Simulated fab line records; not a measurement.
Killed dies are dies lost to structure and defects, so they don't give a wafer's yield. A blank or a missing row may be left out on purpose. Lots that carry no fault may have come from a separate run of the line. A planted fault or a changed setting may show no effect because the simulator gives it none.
fab line records    flow n5-finfet
record: lots: 11  wafers: 30  last-day: 24
route steps=1938 shown BEOL_M4@1111 BEOL_M5@1163 PASSIVATION@1936
lots that met no fault: from a run of the same line without faults
start-h: hours from the record's first day to the start of the lot's first wafer shown    wait-h: hours since the lot's step before    " same as the row above    L1.1+2: several wafers, shown together as one row    - no value, or no start was given    * or withheld: withheld    < > ~ a bound
route shown NAME@n: names a module that has steps shown in the file, with the first one's number in the route    usual: the fault-free wafers' mean and standard deviation    same: alike in all rows    chamber/n: place in a boat    sites: each site's reading    _std_site: standard deviation of those values    _edge_site: outer sites' mean less inner sites'    radius-mm: for every site, how far away it sits from the centre of the wafer    mask NAME#n: copy n    behind: the most recent tool/chamber to have shaped the wafer    hold: reason for holding the lot/hours on hold/outcome of the hold    device: the n, p or np transistor that did not switch    end of line: the same wafers' tests at the end of the route    step lacking rows: just its recipe    killed: the dies lost at the first sort to structure and to defects; this is not the yield of the wafer    map: per-die view of a wafer (x killed, . not killed, _ where there is no die)
set.NAME: the setting that was run; set.NAME@STEP: the one run at that earlier step    model.NAME: the simulator's own value behind a step, which no gauge read
one table for each step of the route and one row for each wafer, over a sample of lots
services: a tool's chamber out of use, with start hour (start-h, from the record's first day; less than 0 if before it), hours out, and reason
== steps ==
step: N5_BEOL_M4_RC_MEAS_101
usual: DIBL_N: 35.8/1.6  DIBL_P: 35.6/2  IOFF_N: 0.15/0.031  IOFF_P: 0.20/0.033  ION_N: 668/12  ION_P: 459/6.8  SS_N: 71.4/0.53  SS_P: 73.1/0.63  VT_N: 250/3.5  VT_P: -251/3
lot.wafer  tool       chamber  start-h  wait-h  DIBL_N[mV/V]  DIBL_P[mV/V]  IOFF_N[nA/um]  IOFF_P[nA/um]  ION_N[uA/um]  ION_P[uA/um]  SS_N[mV/dec]  SS_P[mV/dec]  VT_N[mV]  VT_P[mV]
L157.2     prober-01  0        316.64   0.2     33.3          32.8          0.11           0.16           662           455           71.1          72.4          254       -253
L157.4     "          0        "        "       34.9          34.0          0.13           0.17           662           452           71.9          72.8          253       -253
L157.6     "          0        "        "       34.7          33.7          0.12           0.18           667           458           71.4          73.2          253       -254
L156.2     prober-02  0        332.25   0.2     35.0          34.9          0.13           0.16           664           447           71.4          72.5          252       -256
L156.3     "          0        "        "       37.2          37.6          0.18           0.21           681           462           71.7          73.3          248       -254
L156.6     "          0        "        "       33.3          33.1          0.12           0.15           653           454           71.0          72.2          254       -256
L155.2     prober-01  0        371.60   0.2     35.1          33.8          0.14           0.18           665           460           70.7          72.5          251       -252
L155.4     "          0        "        "       35.5          34.0          0.16           0.19           670           458           71.3          72.5          248       -252
L155.6     "          0        "        "       35.7          34.8          0.15           0.19           668           456           70.7          72.8          248       -250
L160.2     prober-01  0        387.70   0.2     34.6          34.7          0.12           0.17           643           449           70.8          71.9          258       -252
L160.3     "          0        "        "       34.2          34.0          0.12           0.17           657           455           70.2          72.0          255       -253
L160.5     "          0        "        "       33.9          34.0          0.12           0.17           644           451           70.4          72.1          256       -254
L161.1     prober-01  0        390.94   0.0     36.9          37.6          0.16           0.21           680           470           71.3          73.9          251       -251
L161.5     "          0        "        "       35.9          36.5          0.14           0.19           666           454           71.4          73.9          252       -253
L161.6     "          0        "        "       35.8          36.0          0.15           0.19           677           464           71.4          73.5          252       -252
L167.3     prober-01  0        410.25   0.3     36.0          37.2          0.16           0.17           667           454           71.8          73.1          253       -256
L167.4     "          0        "        "       35.0          37.0          0.15           0.16           668           454           71.6          73.7          251       -255
L167.5     "          0        "        "       37.1          38.1          0.18           0.17           681           448           72.0          73.1          248       -254
L172.3     prober-01  0        434.71   0.3     38.3          38.7          0.21           0.26           685           470           71.5          73.5          246       -245
L172.4     "          0        "        "       33.9          33.4          0.12           0.17           672           462           70.7          72.6          252       -253
L174.4     prober-01  0        436.59   0.5     37.5          36.4          0.16           0.21           662           455           71.3          73.1          249       -249
L174.5     "          0        "        "       35.8          35.5          0.14           0.20           659           462           70.8          73.3          252       -251
L174.6     "          0        "        "       38.9          38.6          0.19           0.24           670           460           71.8          73.6          248       -247
L173.4     prober-01  0        460.39   0.5     37.8          36.4          0.16           0.20           659           456           72.2          74.3          248       -253
L173.6     "          0        "        "       35.0          33.0          0.11           0.16           663           457           71.0          72.4          254       -254
L175.1     prober-02  0        461.43   0.0     35.9          35.3          0.15           0.19           686           472           71.0          72.7          247       -250
L175.2     "          0        "        "       35.6          34.6          0.13           0.19           659           458           71.7          72.8          251       -251
L175.6     "          0        "        "       33.5          32.1          0.10           0.15           648           450           71.4          72.0          256       -255
L176.1     prober-01  0        468.03   0.0     38.3          39.7          0.23           0.28           708           480           71.9          73.8          243       -245
L176.6     "          0        "        "       38.3          39.2          0.22           0.27           685           465           71.4          74.4          244       -244
step: N5_BEOL_M5_OCD_MEAS_38
usual: trench-depth-nm: 70.9/1.1
lot.wafer  tool    chamber  start-h  wait-h  trench-depth-nm
L157.2     ocd-01  -        320.89   -       70.5
L157.4     "       -        "        "       72.6
L157.6     "       -        "        "       70.7
L156.2     ocd-02  -        337.40   -       69.8
L156.3     "       -        "        "       71.9
L156.6     "       -        "        "       72.1
L155.2     ocd-01  -        375.51   -       70.6
L155.4     "       -        "        "       72.8
L155.6     "       -        "        "       70.4
L160.2     ocd-02  -        392.62   -       70.5
L160.3     "       -        "        "       71.3
L160.5     "       -        "        "       72.2
L161.1     ocd-02  -        398.24   -       71.3
L161.5     "       -        "        "       69.3
L161.6     "       -        "        "       71.6
L167.3     ocd-01  -        417.74   -       72.7
L167.4     "       -        "        "       69.5
L167.5     "       -        "        "       70.0
L172.3     ocd-01  -        441.87   -       70.8
L172.4     "       -        "        "       72.6
L174.4     ocd-01  -        442.26   -       70.9
L174.5     "       -        "        "       71.6
L174.6     "       -        "        "       69.4
L173.4     ocd-01  -        467.29   -       71.4
L173.6     "       -        "        "       72.1
L175.1     ocd-01  -        467.79   -       72.4
L175.2     "       -        "        "       70.9
L175.6     "       -        "        "       72.5
L176.1     ocd-01  -        475.20   -       71.1
L176.6     "       -        "        "       71.5
step: N5_BEOL_M5_ALD_86
recipe: material: TaN  target-thk-a: *  temp-c: 275  ald-precursor-family: PDMAT  ald-co-reactant: NH3  pressure-torr: 3  carrier-flow-sccm: 1500  pulse-time-s: 2  purge-time-s: 3  co-reactant-purge-time-s: 2  co-reactant-pulse-time-s: 3  ald-cycles: 30  precursor-vessel-temp-c: 75  precursor-vessel-pressure-torr: 26.25  precursor-vessel-carrier-sccm: 1000
usual: ald-cycles: 30/0  chamber-pressure-Torr: 3.000/0.0068  heater-power-w: 394/32
lot.wafer  tool          chamber  start-h  wait-h  ald-cycles  chamber-pressure-Torr  heater-power-w
L157.2     ald-metal-04  1        321.59   0.1     30          2.994                  372
L157.4     "             3        "        "       30          2.999                  404
L157.6     "             2        "        "       30          2.991                  393
L156.2     ald-metal-01  2        338.62   0.3     30          2.994                  423
L156.3     "             0        "        "       30          3.001                  412
L156.6     "             1        "        "       30          2.997                  403
L155.2     ald-metal-01  0        376.55   0.0     30          3.014                  406
L155.4     "             1        "        "       30          2.995                  415
L155.6     "             1        "        "       30          3.011                  402
L160.2     ald-metal-01  2        393.60   0.1     -           -                      -
L160.3     "             1        "        "       -           -                      -
L160.5     "             0        "        "       -           -                      -
L161.1     ald-metal-04  3        398.88   0.0     -           -                      -
L161.5     "             3        "        "       -           -                      -
L161.6     "             2        "        "       -           -                      -
L167.3     ald-metal-03  3        418.61   0.0     30          2.980                  381
L167.4     "             2        "        "       30          3.007                  376
L167.5     "             0        "        "       30          2.991                  427
L172.3     ald-metal-01  0        442.82   0.2     30          3.001                  406
L172.4     "             2        "        "       30          2.992                  419
L174.4     ald-metal-04  2        443.45   0.3     30          3.014                  400
L174.5     "             1        "        "       30          2.989                  371
L174.6     "             2        "        "       30          3.006                  390
L173.4     ald-metal-04  0        468.58   0.3     30          2.999                  328
L173.6     "             1        "        "       30          2.990                  380
L175.1     ald-metal-04  1        469.21   0.2     30          3.009                  382
L175.2     "             0        "        "       30          3.006                  331
L175.6     "             3        "        "       30          3.003                  399
L176.1     ald-metal-01  3        476.22   0.2     30          2.995                  452
L176.6     "             3        "        "       30          2.982                  442
step: N5_BEOL_M5_ANNEAL_49
recipe: temp-c: 400  time-s: 1800  ambient: vacuum
usual: heater-power-w: 835/74
lot.wafer  tool            chamber  start-h  wait-h  heater-power-w
L157.2     pvd-sputter-02  -        322.35   0.0     834
L157.4     "               -        "        "       919
L157.6     "               -        "        "       756
L156.2     pvd-sputter-01  -        339.33   0.0     843
L156.3     "               -        "        "       938
L156.6     "               -        "        "       843
L155.2     pvd-sputter-02  -        378.56   0.0     841
L155.4     "               -        "        "       926
L155.6     "               -        "        "       948
L160.2     pvd-sputter-01  -        394.30   0.0     853
L160.3     "               -        "        "       848
L160.5     "               -        "        "       842
L161.1     pvd-sputter-03  -        399.64   0.0     874
L161.5     "               -        "        "       714
L161.6     "               -        "        "       823
L167.3     pvd-sputter-02  -        419.13   0.0     747
L167.4     "               -        "        "       899
L167.5     "               -        "        "       906
L172.3     pvd-sputter-01  -        444.31   0.0     882
L172.4     "               -        "        "       920
L174.4     pvd-sputter-02  -        445.93   0.0     745
L174.5     "               -        "        "       757
L174.6     "               -        "        "       833
L173.4     pvd-sputter-02  -        469.69   0.0     920
L173.6     "               -        "        "       845
L175.1     pvd-sputter-03  -        470.70   0.0     812
L175.2     "               -        "        "       847
L175.6     "               -        "        "       705
L176.1     pvd-sputter-03  -        476.81   0.0     818
L176.6     "               -        "        "       724
step: N5_BEOL_M5_SPUTTER_81
recipe: material: Cu  target-thk-a: 150  temp-c: -20  chamber-pressure-pa: 0.07  power-w: withheld  time-s: 27.62
usual: chuck-gas-flow-sccm: 1.28/0.051  substrate-temp-c: -19.99/0.11  throttle-valve-pct: 30.0/1
lot.wafer  tool            chamber  start-h  wait-h  chuck-gas-flow-sccm  substrate-temp-c  throttle-valve-pct
L157.2     pvd-sputter-02  -        323.35   0.5     1.27                 -20.02            30.4
L157.4     "               -        "        "       1.22                 -20.12            31.4
L157.6     "               -        "        "       1.31                 -20.00            30.1
L156.2     pvd-sputter-01  -        340.33   0.5     1.32                 -20.04            27.7
L156.3     "               -        "        "       1.25                 -19.81            28.8
L156.6     "               -        "        "       1.33                 -19.74            27.3
L155.2     pvd-sputter-02  -        379.57   0.5     1.34                 -20.12            30.5
L155.4     "               -        "        "       1.31                 -19.85            31.2
L155.6     "               -        "        "       1.29                 -19.93            30.9
L160.2     pvd-sputter-01  -        395.30   0.5     1.21                 -20.05            27.1
L160.3     "               -        "        "       1.20                 -20.07            28.5
L160.5     "               -        "        "       1.23                 -20.11            28.7
L161.1     pvd-sputter-03  -        402.44   2.3     1.35                 -20.31            30.9
L161.5     "               -        "        "       1.24                 -20.03            29.6
L161.6     "               -        "        "       1.37                 -19.95            29.8
L167.3     pvd-sputter-02  -        420.14   0.5     1.27                 -19.97            29.9
L167.4     "               -        "        "       1.33                 -19.84            31.1
L167.5     "               -        "        "       1.14                 -20.00            31.1
L172.3     pvd-sputter-01  -        445.31   0.5     1.30                 -20.03            27.1
L172.4     "               -        "        "       1.31                 -19.96            29.0
L174.4     pvd-sputter-02  -        447.07   0.6     1.29                 -19.92            30.1
L174.5     "               -        "        "       1.24                 -19.82            30.1
L174.6     "               -        "        "       1.27                 -20.05            30.0
L173.4     pvd-sputter-02  -        470.70   0.5     1.27                 -19.77            31.0
L173.6     "               -        "        "       1.27                 -20.00            30.1
L175.1     pvd-sputter-03  -        471.70   0.5     1.25                 -19.93            30.2
L175.2     "               -        "        "       1.18                 -19.94            31.0
L175.6     "               -        "        "       1.22                 -19.90            29.7
L176.1     pvd-sputter-03  -        477.82   0.5     1.28                 -20.12            30.1
L176.6     "               -        "        "       1.25                 -20.11            29.9
step: N5_PASSIVATION_PROBE_49
usual: defect-limited-yield: 90.7/1.5  killed_at_M0_to_M3: 38/11  killed_at_M4_up: 15/5.5  killed-at-contacts: 12/6  killed-at-front-end: 41/11  killed-at-other: 3.5/2.7  killed-dies: 110/18  killed-on-rim: 15/3.6  killed-open: 72/13  killed-short: 35/8.7  sort_bin_4_leakage: 0/0  sort_bin_5_function: 5.5/1.1  sort_bin_6_memory: 3.4/0.63  sort-n-pass: 1070/18  sort-yield-pct: 90.7/1.5
same: gross-dies: 1180  killed-at-back-side: 0  sort_bin_8_speed[%]: 0
lot.wafer  tool       chamber  start-h  wait-h  defect-limited-yield[%]  killed_at_M0_to_M3  killed_at_M4_up  killed-at-contacts  killed-at-front-end  killed-at-other  killed-dies  killed-on-rim  killed-open  killed-short  sort_bin_4_leakage[%]  sort_bin_5_function[%]  sort_bin_6_memory[%]  sort-n-pass  sort-yield-pct[%]
L157.2     prober-02  -        423.43   0.1     91.8                     29                  19               12                  37                   0                97           18             62           34            0                      5.3                     2.7                   1083         91.8
L157.4     prober-02  -        423.53   0.2     93.0                     34                  16               3                   22                   8                83           10             56           26            0                      4.9                     1.9                   1097         93.0
L157.6     prober-02  -        423.63   0.3     93.8                     16                  16               14                  23                   4                73           8              54           18            0                      2.9                     2.9                   1107         93.8
L156.2     prober-02  -        440.79   0.1     89.2                     39                  25               9                   52                   2                127          22             79           45            0                      6.7                     3.6                   1053         89.2
L156.3     prober-02  -        440.84   0.1     88.9                     38                  22               3                   66                   2                131          18             78           48            0                      6.6                     4.2                   1049         88.9
L156.6     prober-02  -        440.99   0.3     90.5                     32                  16               7                   52                   5                112          13             73           38            0                      5.4                     3.8                   1068         90.5
L155.2     prober-01  -        496.29   0.1     89.8                     45                  15               15                  45                   0                120          18             90           30            0                      5.9                     4.0                   1060         89.8
L155.4     prober-01  -        496.39   0.2     91.8                     44                  9                8                   35                   1                97           13             60           37            0                      4.6                     3.3                   1083         91.8
L155.6     prober-01  -        496.49   0.3     89.4                     46                  10               17                  52                   0                125          19             75           50            0                      6.1                     4.2                   1055         89.4
L160.2     prober-02  -        507.30   0.1     0                        30                  1113             6                   30                   1                1180         152            52           27            93.22                  3.4                     3.2                   0            0
L160.3     prober-02  -        507.35   0.1     0                        33                  1095             6                   45                   1                1180         152            64           37            91.10                  4.9                     3.5                   0            0
L160.5     prober-02  -        507.45   0.2     0                        34                  1093             8                   45                   0                1180         152            70           48            89.83                  6.2                     3.3                   0            0
L161.1     prober-02  -        510.90   0.0     0                        60                  1074             10                  31                   5                1180         152            85           35            89.15                  6.2                     4.5                   0            0
L161.5     prober-02  -        511.10   0.2     0                        37                  1104             9                   26                   4                1180         152            60           25            92.80                  4.5                     2.5                   0            0
L161.6     prober-02  -        511.15   0.3     0                        39                  1081             5                   52                   3                1180         152            88           29            90.00                  6.2                     3.6                   0            0
L167.3     prober-02  -        536.03   0.1     89.7                     51                  17               11                  41                   1                121          13             81           35            0                      6.1                     3.6                   1059         89.7
L167.4     prober-02  -        536.08   0.2     89.2                     44                  18               7                   56                   3                128          15             70           52            0                      6.4                     3.6                   1052         89.2
L167.5     prober-02  -        536.13   0.2     88.9                     28                  17               13                  73                   0                131          17             98           33            0                      6.4                     4.2                   1049         88.9
L174.4     prober-01  -        550.42   0.2     91.4                     39                  9                8                   36                   9                101          15             56           39            0                      4.7                     3.1                   1079         91.4
L174.5     prober-01  -        550.47   0.2     91.3                     35                  19               8                   34                   7                103          14             62           35            0                      4.8                     3.2                   1077         91.3
L174.6     prober-01  -        550.52   0.3     91.4                     35                  20               16                  26                   5                102          14             67           33            0                      5.0                     3.4                   1078         91.4
L172.3     prober-01  -        554.84   0.1     89.4                     48                  13               10                  46                   8                125          15             77           48            0                      6.4                     3.5                   1055         89.4
L172.4     prober-01  -        554.89   0.2     90.7                     40                  16               10                  36                   8                110          15             81           29            0                      5.9                     3.1                   1070         90.7
L173.4     prober-01  -        564.55   0.2     91.5                     23                  16               15                  39                   7                100          12             69           31            0                      5.0                     3.3                   1080         91.5
L173.6     prober-01  -        564.65   0.3     92.4                     23                  18               12                  28                   9                90           15             53           37            0                      4.3                     3.0                   1090         92.4
L176.1     prober-02  -        572.01   0.0     91.0                     32                  21               9                   40                   4                106          13             67           35            0                      5.8                     2.5                   1074         91.0
L176.6     prober-02  -        572.26   0.3     89.5                     44                  17               11                  44                   8                124          18             83           41            0                      5.8                     4.2                   1056         89.5
L175.1     prober-01  -        576.66   0.0     89.9                     43                  24               9                   43                   0                119          16             79           38            0                      6.7                     3.1                   1061         89.9
L175.2     prober-01  -        576.71   0.1     92.1                     35                  20               7                   29                   2                93           14             66           27            0                      4.4                     3.2                   1087         92.1
L175.6     prober-01  -        576.91   0.3     90.8                     46                  16               6                   38                   3                109          15             75           31            0                      5.7                     3.2                   1071         90.8
killed by level:class
L157.2 BEOL_M0_SAQP:geometric-particle:short=11 MOL_CONTACT_COAG:geometric-particle:open=10 BEOL_M0_SAQP:geometric-particle:open=7 BEOL_M4:geometric-particle:open=7 FIN_SAQP:geometric-particle:open=6 FIN_SAQP:geometric-particle:short=6 BEOL_M2:geometric-particle:open=5 BEOL_M5:geometric-particle:open=5
L157.4 BEOL_M5:geometric-particle:open=7 BEOL_M0_SAQP:geometric-particle:open=6 BEOL_M0_SAQP:geometric-particle:short=6 BEOL_M3:geometric-particle:open=6 BEOL_M2:geometric-particle:open=5 FIN_SAQP:geometric-particle:short=4 GATE_CUT:geometric-particle:short=4 STARTING-WAFER:geometric-particle:open=4
L157.6 MOL_CONTACT_COAG:geometric-particle:open=12 BEOL_M4:geometric-particle:open=7 STI_FIN_REVEAL:geometric-particle:open=5 BEOL_M0_SAQP:geometric-particle:short=5 FIN_SAQP:geometric-particle:short=4 BEOL_M7:geometric-particle:open=4 STARTING-WAFER:geometric-particle:open=4 PAD_METAL:geometric-particle:open=3
L156.2 FIN_SAQP:geometric-particle:short=19 FIN_SAQP:geometric-particle:open=14 BEOL_M0_SAQP:geometric-particle:open=9 BEOL_M4:geometric-particle:open=9 BEOL_M3:geometric-particle:open=8 BEOL_M5:geometric-particle:open=8 BEOL_M2:geometric-particle:open=7 MOL_CONTACT_COAG:geometric-particle:open=6
L156.3 FIN_SAQP:geometric-particle:open=20 FIN_SAQP:geometric-particle:short=15 DUMMY_GATE:geometric-particle:open=10 BEOL_M4:geometric-particle:open=8 BEOL_M0_SAQP:geometric-particle:open=6 BEOL_M0_SAQP:geometric-particle:short=6 BEOL_M1:geometric-particle:open=5 BEOL_M2:geometric-particle:open=5
L156.6 FIN_SAQP:geometric-particle:open=21 FIN_SAQP:geometric-particle:short=12 BEOL_M2:geometric-particle:open=9 BEOL_M4:geometric-particle:open=9 BEOL_M0_SAQP:geometric-particle:short=6 BEOL_M0_SAQP:geometric-particle:open=6 MOL_CONTACT_COAG:geometric-particle:open=5 BEOL_M1:geometric-particle:open=4
L155.2 BEOL_M0_SAQP:geometric-particle:open=13 MOL_CONTACT_COAG:geometric-particle:open=9 BEOL_M2:geometric-particle:open=9 BEOL_M1:geometric-particle:open=7 BEOL_M3:geometric-particle:open=7 MOL_CONTACT_COAG:geometric-particle:short=6 BEOL_M4:geometric-particle:open=6 FIN_CUT:geometric-particle:open=5
L155.4 DUMMY_GATE:geometric-particle:open=11 BEOL_M2:geometric-particle:open=11 BEOL_M0_SAQP:geometric-particle:short=8 BEOL_M0_SAQP:geometric-particle:open=7 BEOL_M3:geometric-particle:open=7 STARTING-WAFER:geometric-particle:short=6 MOL_CONTACT_COAG:geometric-particle:open=5 FIN_SAQP:geometric-particle:short=4
L155.6 MOL_CONTACT_COAG:geometric-particle:open=17 BEOL_M0_SAQP:geometric-particle:short=14 GATE_CUT:geometric-particle:short=9 BEOL_M0_SAQP:geometric-particle:open=9 FIN_SAQP:geometric-particle:open=8 BEOL_M3:geometric-particle:open=8 FIN_SAQP:geometric-particle:short=7 DUMMY_GATE:geometric-particle:open=7
L160.2 BEOL_M5:area-ald=1093 BEOL_M2:geometric-particle:open=10 FIN_SAQP:geometric-particle:short=9 BEOL_M4:geometric-particle:open=8 M5:area-ald=7 MOL_CONTACT_COAG:geometric-particle:open=6 FIN_SAQP:geometric-particle:open=5 GATE_CUT:geometric-particle:open=5
L160.3 BEOL_M5:area-ald=1065 M5:area-ald=10 FIN_SAQP:geometric-particle:open=9 BEOL_M4:geometric-particle:open=9 FIN_SAQP:geometric-particle:short=8 BEOL_M1:geometric-particle:open=8 BEOL_M3:geometric-particle:open=6 MOL_CONTACT_COAG:geometric-particle:open=5
L160.5 BEOL_M5:area-ald=1055 BEOL_M4:geometric-particle:open=16 GATE_CUT:geometric-particle:short=14 BEOL_M1:geometric-particle:open=11 FIN_SAQP:geometric-particle:open=7 MOL_CONTACT_COAG:geometric-particle:open=7 BEOL_M4:geometric-particle:short=6 BEOL_M2:geometric-particle:open=5
L161.1 BEOL_M5:area-ald=1041 BEOL_M2:geometric-particle:open=16 BEOL_M4:geometric-particle:open=11 M5:area-ald=11 BEOL_M0:geometric-particle:open=10 BEOL_M0_SAQP:geometric-particle:open=9 MOL_CONTACT_COAG:geometric-particle:open=7 BEOL_M0_SAQP:geometric-particle:short=7
L161.5 BEOL_M5:area-ald=1088 BEOL_M2:geometric-particle:open=10 MOL_CONTACT_COAG:geometric-particle:open=7 BEOL_M0:geometric-particle:open=7 M5:area-ald=7 BEOL_M0_SAQP:geometric-particle:open=6 BEOL_M3:geometric-particle:open=6 STARTING-WAFER:geometric-particle:short=6
L161.6 BEOL_M5:area-ald=1055 FIN_SAQP:geometric-particle:open=13 BEOL_M2:geometric-particle:open=13 DUMMY_GATE:geometric-particle:open=12 BEOL_M4:geometric-particle:open=11 STI_FIN_REVEAL:geometric-particle:open=8 M5:area-ald=7 BEOL_M1:geometric-particle:open=6
L167.3 BEOL_M0_SAQP:geometric-particle:short=17 BEOL_M0_SAQP:geometric-particle:open=15 STI_FIN_REVEAL:geometric-particle:open=13 MOL_CONTACT_COAG:geometric-particle:open=9 BEOL_M1:geometric-particle:open=6 FIN_SAQP:geometric-particle:open=5 BEOL_M4:geometric-particle:open=5 BEOL_M1:geometric-particle:short=5
L167.4 STI_FIN_REVEAL:geometric-particle:open=19 BEOL_M0_SAQP:geometric-particle:short=16 BEOL_M0_SAQP:geometric-particle:open=14 FIN_SAQP:geometric-particle:short=11 BEOL_M4:geometric-particle:open=11 STI_FIN_REVEAL:geometric-particle:short=7 MOL_CONTACT_COAG:geometric-particle:open=5 BEOL_M1:geometric-particle:open=5
L167.5 STI_FIN_REVEAL:geometric-particle:open=29 BEOL_M4:geometric-particle:open=12 FIN_SAQP:geometric-particle:open=11 MOL_CONTACT_COAG:geometric-particle:open=10 BEOL_M0_SAQP:geometric-particle:open=10 FIN_SAQP:geometric-particle:short=7 DUMMY_GATE:geometric-particle:open=6 STI_FIN_REVEAL:geometric-particle:short=5
L174.4 BEOL_M0_SAQP:geometric-particle:open=12 BEOL_M0_SAQP:geometric-particle:short=12 GATE_CUT:geometric-particle:short=8 BEOL_M2:geometric-particle:open=8 MOL_CONTACT_COAG:geometric-particle:open=6 STI_FIN_REVEAL:geometric-particle:open=5 DUMMY_GATE:geometric-particle:short=4 BEOL_M4:geometric-particle:open=4
L174.5 BEOL_M0_SAQP:geometric-particle:short=10 STI_FIN_REVEAL:geometric-particle:open=9 BEOL_M4:geometric-particle:open=9 BEOL_M0_SAQP:geometric-particle:open=7 BEOL_M2:geometric-particle:open=7 BEOL_M3:geometric-particle:open=7 FIN_SAQP:geometric-particle:open=5 HKMG_FIN:area-etch=5
L174.6 MOL_CONTACT_COAG:geometric-particle:open=14 BEOL_M4:geometric-particle:open=11 BEOL_M0_SAQP:geometric-particle:short=10 BEOL_M2:geometric-particle:open=8 FIN_SAQP:geometric-particle:open=7 BEOL_M0_SAQP:geometric-particle:open=6 GATE_CUT:geometric-particle:short=5 BEOL_M2:geometric-particle:short=4
L172.3 BEOL_M3:geometric-particle:open=13 BEOL_M2:geometric-particle:open=8 FIN_SAQP:geometric-particle:open=7 BEOL_M3:geometric-particle:short=7 STARTING-WAFER:geometric-particle:short=7 MOL_CONTACT_COAG:geometric-particle:open=7 BEOL_M0_SAQP:geometric-particle:open=7 FIN_SAQP:geometric-particle:short=5
L172.4 BEOL_M3:geometric-particle:open=16 BEOL_M2:geometric-particle:open=9 MOL_CONTACT_COAG:geometric-particle:open=8 BEOL_M4:geometric-particle:open=8 FIN_SAQP:geometric-particle:short=7 STI_FIN_REVEAL:geometric-particle:open=6 BEOL_M1:geometric-particle:open=6 FIN_SAQP:geometric-particle:open=4
L173.4 MOL_CONTACT_COAG:geometric-particle:open=13 STI_FIN_REVEAL:geometric-particle:open=11 FIN_SAQP:geometric-particle:open=8 BEOL_M0_SAQP:geometric-particle:short=7 BEOL_M0_SAQP:geometric-particle:open=6 BEOL_M4:geometric-particle:open=6 FIN_SAQP:geometric-particle:short=5 BEOL_M2:geometric-particle:open=4
L173.6 MOL_CONTACT_COAG:geometric-particle:open=10 GATE_CUT:geometric-particle:open=6 FIN_SAQP:geometric-particle:short=5 BEOL_M3:geometric-particle:open=5 BEOL_M0_SAQP:geometric-particle:short=5 BEOL_M5:geometric-particle:open=5 STI_FIN_REVEAL:geometric-particle:open=4 BEOL_M4:geometric-particle:open=4
L176.1 FIN_SAQP:geometric-particle:short=10 FIN_SAQP:geometric-particle:open=10 BEOL_M4:geometric-particle:open=9 BEOL_M2:geometric-particle:open=9 BEOL_M3:geometric-particle:open=9 MOL_CONTACT_COAG:geometric-particle:open=7 BEOL_M0_SAQP:geometric-particle:short=4 BEOL_M1:geometric-particle:open=4
L176.6 BEOL_M0_SAQP:geometric-particle:short=18 FIN_SAQP:geometric-particle:open=10 BEOL_M0_SAQP:geometric-particle:open=10 MOL_CONTACT_COAG:geometric-particle:open=9 STI_FIN_REVEAL:geometric-particle:open=8 BEOL_M3:geometric-particle:open=8 GATE_CUT:geometric-particle:short=6 DUMMY_GATE:geometric-particle:open=6
L175.1 BEOL_M1:geometric-particle:open=16 BEOL_M4:geometric-particle:open=11 FIN_SAQP:geometric-particle:short=10 MOL_CONTACT_COAG:geometric-particle:open=8 STI_FIN_REVEAL:geometric-particle:open=7 BEOL_M3:geometric-particle:open=6 BEOL_M0_SAQP:geometric-particle:open=5 BEOL_M0_SAQP:geometric-particle:short=5
L175.2 BEOL_M4:geometric-particle:open=10 BEOL_M1:geometric-particle:open=7 BEOL_M2:geometric-particle:open=6 BEOL_M0:geometric-particle:open=6 STI_FIN_REVEAL:geometric-particle:open=5 MOL_CONTACT_COAG:geometric-particle:open=5 BEOL_M3:geometric-particle:open=4 FIN_SAQP:geometric-particle:open=3
L175.6 BEOL_M0_SAQP:geometric-particle:open=12 BEOL_M0_SAQP:geometric-particle:short=10 DUMMY_GATE:geometric-particle:open=9 BEOL_M1:geometric-particle:open=9 BEOL_M4:geometric-particle:open=8 STI_FIN_REVEAL:geometric-particle:open=7 BEOL_M2:geometric-particle:open=7 BEOL_M3:geometric-particle:open=5
== services ==
tool            chamber  start-h  hours  kind
ald-metal-03    -        337.25   14.0   pm
ald-metal-03    0        337.25   14.0   vent-cycle
ald-metal-03    1        337.25   14.0   vent-cycle
ald-metal-03    2        337.25   14.0   vent-cycle
ald-metal-03    3        337.25   14.0   vent-cycle
ald-metal-04    -        337.52   0.8    repair
ald-metal-03    0        351.25   -      clean
ald-metal-03    1        351.25   -      clean
ald-metal-03    2        351.25   -      clean
ald-metal-03    3        351.25   -      clean
ald-metal-01    0        358.27   1.9    repair
ald-metal-01    3        391.09   18.6   repair
ald-metal-03    -        435.13   8.7    pm
pvd-sputter-01  -        437.89   2.9    repair
ald-metal-03    0        447.70   8.1    repair
pvd-sputter-01  -        460.30   2.2    repair
pvd-sputter-01  -        466.61   5.2    repair
== key ==
first-sign: step: N5_BEOL_M5_ALD_86  reading: tool-record  direction: missing
effect: step: N5_PASSIVATION_PROBE_49  reading: sort_bin_4_leakage  direction: up  sigmas: 99+  usual: 0  struck: 91.02
more-kills-born-at: N5_BEOL_M5_ALD_86@ald-metal-01: 3235  N5_BEOL_M5_ALD_86@ald-metal-04: 3209
met-at N5_BEOL_M5_ALD_86
struck-lots L160,L161
later-rows-left-out L160.2,L160.3,L160.5,L161.1,L161.5,L161.6
not-acting-at N5_BEOL_M5_OCD_MEAS_38,N5_BEOL_M5_ANNEAL_49,N5_BEOL_M5_SPUTTER_81
onset-between 376.55 393.60
fault: kind: skipped-step-whole  tool: ald-metal-01,ald-metal-04  chamber: -  onset-h: 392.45  steps: N5_BEOL_M5_ALD_86  scope: struck-lots-only
later-rows-left-out: the simulator's readings of these wafers behind a module that went badly wrong aren't trusted and aren't shown, but for the sort
